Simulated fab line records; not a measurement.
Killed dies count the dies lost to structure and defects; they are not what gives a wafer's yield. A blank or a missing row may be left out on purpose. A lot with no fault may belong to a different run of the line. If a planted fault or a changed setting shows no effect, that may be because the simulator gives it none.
Matching of chambers | flow n5-finfet | rie-diel-06 running N5_BEOL_M9_ETCH_66: 4 sister chambers
The step etches SOC in N2/H2, target depth 80 nm, overetch 16 nm, time 120 s. 18 wafers are shown with their chamber, then 9 later ones without.

## EACH WAFER AND ITS CHAMBER
wafer  | chamber | showerhead-plenum-p-Torr (Torr) | drypump-motor-current-A (A) | throttle-valve-pct (%)
L074.2 | 3       | 2.51                            | 5.8                         | 17.93
L074.3 | 1       | 2.55                            | 5.4                         | 17.62
L074.5 | 0       | 2.49                            | 5.5                         | 17.48
L075.3 | 2       | 2.36                            | 5.9                         | 17.92
L075.5 | 3       | 2.51                            | 5.8                         | 17.95
L075.6 | 2       | 2.36                            | 5.9                         | 17.94
L077.1 | 2       | 2.36                            | 5.8                         | 17.93
L077.4 | 0       | 2.48                            | 5.5                         | 17.51
L077.5 | 3       | 2.51                            | 5.8                         | 17.95
L083.2 | 2       | 2.35                            | 5.8                         | 17.95
L083.5 | 3       | 2.51                            | 5.8                         | 17.94
L083.6 | 0       | 2.48                            | 5.5                         | 17.52
L082.2 | 3       | 2.51                            | 5.8                         | 17.96
L082.4 | 0       | 2.48                            | 5.5                         | 17.52
L082.5 | 1       | 2.55                            | 5.4                         | 17.65
L084.1 | 3       | 2.51                            | 5.8                         | 17.98
L084.4 | 1       | 2.54                            | 5.4                         | 17.67
L084.6 | 0       | 2.48                            | 5.5                         | 17.53

SIGNATURES (means of the wafers above)
reading                  | chamber 0 | chamber 1 | chamber 2 | chamber 3 | scatter within a chamber
showerhead-plenum-p-Torr | 2.4820    | 2.5467    | 2.3575    | 2.5100    | 0.00398
drypump-motor-current-A  | 5.500     | 5.400     | 5.850     | 5.800     | 0.0267
throttle-valve-pct       | 17.5120   | 17.6467   | 17.9350   | 17.9517   | 0.0184
Rule: a wafer's distance from a chamber is the root of the sum, over the readings, of the square of ((its reading less the chamber's mean) divided by the reading's scatter). The wafer belongs to the nearest chamber; if the next one is less than 2 further off, it can't be placed. The scatter: take each reading less its chamber's mean, square it, sum over the shown wafers, divide by the number of wafers less the number of chambers, and take the root.

## WAFERS WITH NO CHAMBER GIVEN
wafer  | showerhead-plenum-p-Torr (Torr) | drypump-motor-current-A (A) | throttle-valve-pct (%)
L093.3 | 2.47                            | 5.5                         | 17.56
L093.4 | 2.50                            | 5.8                         | 18.02
L093.6 | 2.47                            | 5.5                         | 17.56
L090.1 | 2.47                            | 5.5                         | 17.55
L090.3 | 2.54                            | 5.4                         | 17.71
L090.5 | 2.50                            | 5.8                         | 18.01
L094.4 | 2.35                            | 5.9                         | 17.96
L094.5 | 2.53                            | 5.4                         | 17.70
L094.6 | 2.47                            | 5.5                         | 17.58

## WHICH CHAMBER EACH WENT THROUGH
wafer  | from the rows above | in truth
L093.3 | 0                   | 0
L093.4 | 3                   | 3
L093.6 | 0                   | 0
L090.1 | 0                   | 0
L090.3 | 1                   | 1
L090.5 | 3                   | 3
L094.4 | 2                   | 2
L094.5 | 1                   | 1
L094.6 | 0                   | 0
9 of 9 placed correctly. Number that these rows cannot place: 0. Number placed wrongly: 0.
